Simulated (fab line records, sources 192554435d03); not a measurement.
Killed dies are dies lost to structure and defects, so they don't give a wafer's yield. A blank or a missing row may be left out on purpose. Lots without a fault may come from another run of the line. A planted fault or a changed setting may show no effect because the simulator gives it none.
Which tool did it? | flow n5_finfet | 10 lots, 29 wafers sampled, at 6 steps of a route of 1938

WHAT THE GAUGES READ, wafer by wafer
N5_BEOL_M4_RC_MEAS_101.
lot  | measured     | on        | DIBL_N (mV/V)  | DIBL_P (mV/V)  | IOFF_N (nA/um) | IOFF_P (nA/um) | ION_N (uA/um) | ION_P (uA/um) | SS_N (mV/dec)  | SS_P (mV/dec)  | VT_N (mV)         | VT_P (mV)
L764 | day 8 22:56  | prober-02 | 38.7 35.8 34.1 | 40.6 36.7 33.8 | 0.22 0.14 0.12 | 0.26 0.18 0.15 | 701 676 667   | 473 455 454   | 72.0 71.4 71.0 | 74.6 73.2 72.5 | 242.9 251.4 251.3 | -248 -256 -256
L762 | day 9 01:41  | prober-02 | 37.2 34.4 36.1 | 37.9 34.7 36.9 | 0.19 0.15 0.16 | 0.27 0.20 0.24 | 674 675 679   | 466 464 473   | 71.7 72.2 72.1 | 73.9 72.8 74.3 | 244.5 250.0 250.0 | -245 -248 -245
L761 | day 9 21:03  | prober-02 | 37.9 38.6 38.9 | 37.9 38.6 40.7 | 0.17 0.19 0.21 | 0.20 0.22 0.26 | 671 677 713   | 454 459 480   | 72.0 72.0 71.7 | 73.3 73.4 73.4 | 250.8 247.7 244.9 | -250 -249 -249
L767 | day 9 19:16  | prober-02 | 36.6 37.9 38.8 | 35.3 38.5 38.1 | 0.14 0.18 0.19 | 0.16 0.22 0.21 | 663 684 681   | 449 464 463   | 72.0 72.4 71.7 | 72.9 74.1 74.2 | 253.8 248.7 249.6 | -254 -253 -253
L769 | day 10 03:49 | prober-01 | 37.7 37.6 34.5 | 37.9 37.6 35.4 | 0.15 0.16 0.11 | 0.19 0.18 0.15 | 665 673 655   | 458 454 452   | 71.3 71.9 70.6 | 74.0 72.9 73.1 | 251.8 252.4 255.9 | -255 -257 -258
L771 | day 10 19:43 | prober-02 | 35.7 38.2 34.0 | 37.0 41.7 35.3 | 0.14 0.21 0.13 | 0.18 0.25 0.17 | 663 690 665   | 455 469 462   | 72.0 71.6 70.7 | 73.9 75.1 73.4 | 250.1 245.4 251.2 | -254 -252 -255
L770 | day 10 19:17 | prober-01 | 35.6 38.3 34.8 | 35.8 37.0 34.9 | 0.15 0.19 0.14 | 0.20 0.23 0.19 | 675 691 678   | 466 470 464   | 71.2 71.7 70.5 | 73.9 73.9 72.2 | 249.1 249.9 250.8 | -251 -249 -254
L772 | day 11 00:59 | prober-01 | 38.3 37.0 35.7 | 38.8 36.4 34.3 | 0.17 0.16 0.14 | 0.24 0.21 0.17 | 671 691 672   | 463 468 457   | 71.8 71.1 71.4 | 75.1 73.4 72.9 | 250.1 248.5 251.5 | -246 -252 -251
L780 | day 13 19:06 | prober-02 | 37.3 38.2      | 37.1 37.8      | 0.17 0.20      | 0.22 0.24      | 703 677       | 478 462       | 72.3 71.6      | 73.7 74.4      | 246.6 245.7       | -249 -250
L783 | day 14 10:52 | prober-02 | 39.5 40.7 37.4 | 39.0 38.9 35.8 | 0.18 0.21 0.16 | 0.24 0.24 0.20 | 664 678 680   | 463 461 461   | 71.9 73.2 71.3 | 73.9 74.5 73.8 | 249.3 247.9 250.8 | -248 -247 -250

WHICH TOOL RAN EACH LOT (tool, then ch and the chambers of the sampled wafers, then the start)
lot  | N5_BEOL_M3_SPUTTER_92        | N5_BEOL_M3_ECD_50              | N5_BEOL_M3_CMP_52             | N5_BEOL_M3_PRE_CLEAN_60          | N5_BEOL_M3_DEP_57
L764 | pvd_sputter-01, day 8 10:24  | ecd_cu-01 ch 0,1, day 8 10:57  | cmp-04 ch 1,2,3, day 8 11:22  | cvd_co-02 ch 0,1, day 8 11:40    | pecvd-03 ch 0,2, day 8 11:50
L762 | pvd_sputter-01, day 8 12:14  | ecd_cu-02 ch 1, day 8 12:47    | cmp-04 ch 0,2, day 8 13:10    | cvd_co-01 ch 0,1, day 8 13:30    | pecvd-03 ch 0,1, day 8 13:40
L761 | pvd_sputter-01, day 9 00:29  | ecd_cu-02 ch 0,1, day 9 01:03  | cmp-02 ch 0,1,3, day 9 01:32  | cvd_co-02 ch 0,1,2, day 9 01:49  | pecvd-04 ch 0,1, day 9 01:58
L767 | pvd_sputter-01, day 9 08:08  | ecd_cu-02 ch 0,1, day 9 08:41  | cmp-01 ch 0,1,2, day 9 09:06  | cvd_co-01 ch 0,1,2, day 9 09:23  | pecvd-02 ch 0,1,2, day 9 09:33
L769 | pvd_sputter-01, day 9 14:22  | ecd_cu-01 ch 0,1, day 9 14:55  | cmp-04 ch 0,1,3, day 9 15:20  | cvd_co-01 ch 1,2, day 9 15:43    | pecvd-04 ch 1,2, day 9 15:53
L771 | pvd_sputter-03, day 9 22:53  | ecd_cu-02 ch 0,1, day 9 23:27  | cmp-02 ch 1,3, day 9 23:53    | cvd_co-02 ch 0,1,2, day 10 00:11 | pecvd-03 ch 0,1, day 10 00:23
L770 | pvd_sputter-01, day 10 00:17 | ecd_cu-02 ch 0,1, day 10 00:50 | cmp-01 ch 1,2,3, day 10 01:13 | cvd_co-01 ch 0,1,2, day 10 01:32 | pecvd-03 ch 0,1, day 10 01:43
L772 | pvd_sputter-03, day 10 03:55 | ecd_cu-01 ch 0, day 10 04:28   | cmp-04 ch 2,3, day 10 04:50   | cvd_co-02 ch 0,2, day 10 05:10   | pecvd-02 ch 0,1,2, day 10 05:20
L780 | pvd_sputter-03, day 13 01:45 | ecd_cu-01 ch 0,1, day 13 02:19 | cmp-04 ch 1,2, day 13 03:06   | cvd_co-02 ch 0,1, day 13 03:26   | pecvd-02 ch 1,2, day 13 03:36
L783 | pvd_sputter-03, day 13 21:07 | ecd_cu-02 ch 0,1, day 13 21:41 | cmp-01 ch 0,1,2, day 13 22:05 | cvd_co-01 ch 0,1,2, day 13 22:23 | pecvd-02 ch 1,2, day 13 22:32
- N5_BEOL_M3_SPUTTER_92: material Cu, target thk 4.5 nm, time 8.29 s.
- N5_BEOL_M3_ECD_50: material Cu, target thk 300 nm.
- N5_BEOL_M3_CMP_52: polishes, stops on SiOC, t overpolish 6.8 s, target thk 40 nm.
- N5_BEOL_M3_PRE_CLEAN_60: time 15 s.
- N5_BEOL_M3_DEP_57: deposits SiCN from 3MS/NH3, target thk 8 nm, time 14 s.

WHAT THE TOOLS THEMSELVES READ (means of the sampled wafers that have a number; where no wafer has one, the mark that the record gives instead)
N5_BEOL_M3_SPUTTER_92.
lot  | tool           | chamber_pressure_pa (Pa) | throttle_valve_pct (%)
L764 | pvd_sputter-01 | 0.07                     | 30.9
L762 | pvd_sputter-01 | 0.07                     | 30.5
L761 | pvd_sputter-01 | 0.07                     | 30.1
L767 | pvd_sputter-01 | 0.07                     | 29.8
L769 | pvd_sputter-01 | 0.07                     | 30.5
L771 | pvd_sputter-03 | 0.07                     | 29.7
L770 | pvd_sputter-01 | 0.07                     | 30.8
L772 | pvd_sputter-03 | 0.07                     | 30.1
L780 | pvd_sputter-03 | 0.07                     | 29.6
L783 | pvd_sputter-03 | 0.07                     | 30.2

N5_BEOL_M3_CMP_52.
lot  | tool   | motor_current_A (A) | platen_rpm (rpm) | time_to_endpoint_s (s)
L764 | cmp-04 | 6.2                 | 50.01            | 61
L762 | cmp-04 | 6.5                 | 50.03            | 61
L761 | cmp-02 | 6.2                 | 49.98            | 59
L767 | cmp-01 | 5.8                 | 50.00            | 59
L769 | cmp-04 | 6.4                 | 49.99            | 62
L771 | cmp-02 | 5.7                 | 49.97            | 62
L770 | cmp-01 | 5.9                 | 50.01            | 65
L772 | cmp-04 | 6.0                 | 49.99            | 62
L780 | cmp-04 | 6.4                 | 49.97            | 39
L783 | cmp-01 | 5.9                 | 50.00            | 61

N5_BEOL_M3_PRE_CLEAN_60.
lot  | tool      | heater_power_outer_w (W) | heater_power_w (W)
L764 | cvd_co-02 | 27                       | 101
L762 | cvd_co-01 | 23                       | 99
L761 | cvd_co-02 | 21                       | 89
L767 | cvd_co-01 | 25                       | 100
L769 | cvd_co-01 | 28                       | 107
L771 | cvd_co-02 | 21                       | 88
L770 | cvd_co-01 | 25                       | 99
L772 | cvd_co-02 | 13                       | 70
L780 | cvd_co-02 | 28                       | 106
L783 | cvd_co-01 | 26                       | 102

N5_BEOL_M3_DEP_57.
lot  | tool     | showerhead_plenum_p_Torr (Torr) | throttle_valve_pct (%)
L764 | pecvd-03 | 3.672                           | 8.8
L762 | pecvd-03 | 3.668                           | 8.7
L761 | pecvd-04 | 3.676                           | 9.5
L767 | pecvd-02 | 3.664                           | 8.8
L769 | pecvd-04 | 3.671                           | 9.5
L771 | pecvd-03 | 3.662                           | 8.9
L770 | pecvd-03 | 3.669                           | 8.7
L772 | pecvd-02 | 3.668                           | 8.8
L780 | pecvd-02 | 3.668                           | 8.7
L783 | pecvd-02 | 3.667                           | 8.7

THE ANSWER, worked out from the rows above alone
Rule: what is usual is taken from the lots themselves. Put in order of their means at a reading, lots are off if they are a third of the lots or fewer, leave a main group of 4 or more, and stand apart from it by a gap of 3 or more times the standard deviation of the main group's means; of several such gaps the widest counts. A main group whose means are all the same, to the digits that the tables above print for the reading, isn't used. A lot without any number at a reading at which 4 lots or more have one is off too. The other lots that the step has rows for count as sound. The gauges are gone through in route order, then the tools' own readings, and for those a lot's mean is taken as printed above. The first step at which some lot is off is used, and at that step the reading that is off furthest; a lot without a number counts as furthest.
Off: L780, at N5_BEOL_M3_CMP_52 (time_to_endpoint_s). The main group: mean 61 s, standard deviation 1.7.
A tool fits if, at that step or a process step before it, it ran every lot that is off, and no sound lot after the first of them. Can't be told from this: 2 tools fit, ecd_cu-01 at N5_BEOL_M3_ECD_50, cmp-04 at N5_BEOL_M3_CMP_52.

WHAT THE SIMULATOR HAD PUT IN
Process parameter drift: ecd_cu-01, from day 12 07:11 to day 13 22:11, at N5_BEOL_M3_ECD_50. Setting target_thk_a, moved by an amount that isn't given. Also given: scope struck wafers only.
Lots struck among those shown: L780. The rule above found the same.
